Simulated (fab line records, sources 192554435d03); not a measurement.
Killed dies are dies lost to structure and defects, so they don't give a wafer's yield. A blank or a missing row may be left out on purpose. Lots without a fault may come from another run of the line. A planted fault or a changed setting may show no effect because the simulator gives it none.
A struck lot beside a sound one | flow n5_finfet | 14 steps out of a route of 1938
Sound: wafers L590.1, L590.3, L590.4. Struck: wafers L582.1, L582.2, L582.3. The cause comes at the end.
At each step with rows: each side's tool, then ch and its chambers, then its first start. Under that, the readings that differ: sound wafers | struck wafers | difference of the means | sigmas: that difference in standard deviations of wafers without a fault.
alike: readings whose means differ by less than 2 such deviations, and words and numbers that are the same on both sides. not compared: withheld readings, readings that some wafer has no value for, bounds like >300 that may hide the same value, and numbers for which the record gives no deviation and whose values overlap.
The two part at a step that has a row with sigmas, a row that says differs or no value, or rows on one side only. Numbers that don't overlap but have no deviation are shown without sigmas and don't part them. A reading that every wafer of one side lacks parts them only if that side has two wafers or more.

N5_BEOL_M4_ILD_DEP_00: deposits SiOC from DEMS/O2, target thk 79 nm, time 15.3 s.
  sound on pecvd-03 ch 0,1, day 12 07:58; struck on pecvd-02 ch 0,1,2, day 11 00:17
  reading            | sound       | struck      | difference | sigmas
  heater_power_w (W) | 678 663 655 | 472 514 372 | -213       | -2
  alike: chamber_pressure_Torr, showerhead_plenum_p_Torr, throttle_valve_pct
N5_BEOL_M4_THK_MEAS_01:
  sound on film_metro-01, day 12 08:02; struck on film_metro-02, day 11 00:21
  alike: M4_ILD_THK
N5_BEOL_M4_PECVD_72: deposits SiO2 from TEOS/O2, target thk 16 nm, time 18 s.
  sound on pecvd-02 ch 0,1, day 12 08:06; struck on pecvd-03 ch 0,1,2, day 11 00:23
  alike: chamber_pressure_Torr, heater_power_w, showerhead_plenum_p_Torr, throttle_valve_pct
N5_BEOL_M4_HM_DEP_02: deposits TiN, target thk 20 nm.
  sound on pvd_sputter-02, day 12 08:55; struck on pvd_sputter-03, day 11 01:32
  alike: throttle_valve_pct
then, 8 steps without rows for these wafers: N5_BEOL_M4_COAT_61 (time 60 s, resist thk 60 nm); N5_BEOL_M4_COAT_62 (time 60 s, resist thk 12 nm); N5_BEOL_M4_COAT_73 (time 60 s, resist thk 5 nm); N5_BEOL_M4_COAT_05 (resist thk 30 nm); N5_BEOL_M4_EBR_07; N5_BEOL_M4_SOFTBAKE_06 (time 60 s); N5_BEOL_M4_EXPOSE_08 (exposes mask M4); N5_BEOL_M4_PEB_09 (peb time 60 s).
N5_BEOL_M4_DEVELOP_10: develop time 30 s.
  sound on litho_track-02 ch 0, day 12 09:14; struck on litho_track-05, day 11 01:59
  no value came back on the struck wafers for chill_plate_temp_C (C), develop_time_s (s); on the sound wafers chill_plate_temp_C (C) reads 23.13 23.09 23.21
  not compared: model.CAR-EUV_of_BEOL_M4_COAT_05.thk_nm
N5_BEOL_M4_CD_MEAS_11: target cd 16.79 nm.
  sound on cd_sem-02 ch 0, day 12 09:18; struck on cd_sem-02 ch 0, day 11 02:03
  reading    | sound             | struck | difference                    | sigmas
  cd_nm (nm) | 16.90 16.62 16.32 | - - -  | no value on the struck wafers |

WHERE THEY PART
First at N5_BEOL_M4_ILD_DEP_00; last, within this record, at N5_BEOL_M4_CD_MEAS_11.

WHY: what the simulator had put in
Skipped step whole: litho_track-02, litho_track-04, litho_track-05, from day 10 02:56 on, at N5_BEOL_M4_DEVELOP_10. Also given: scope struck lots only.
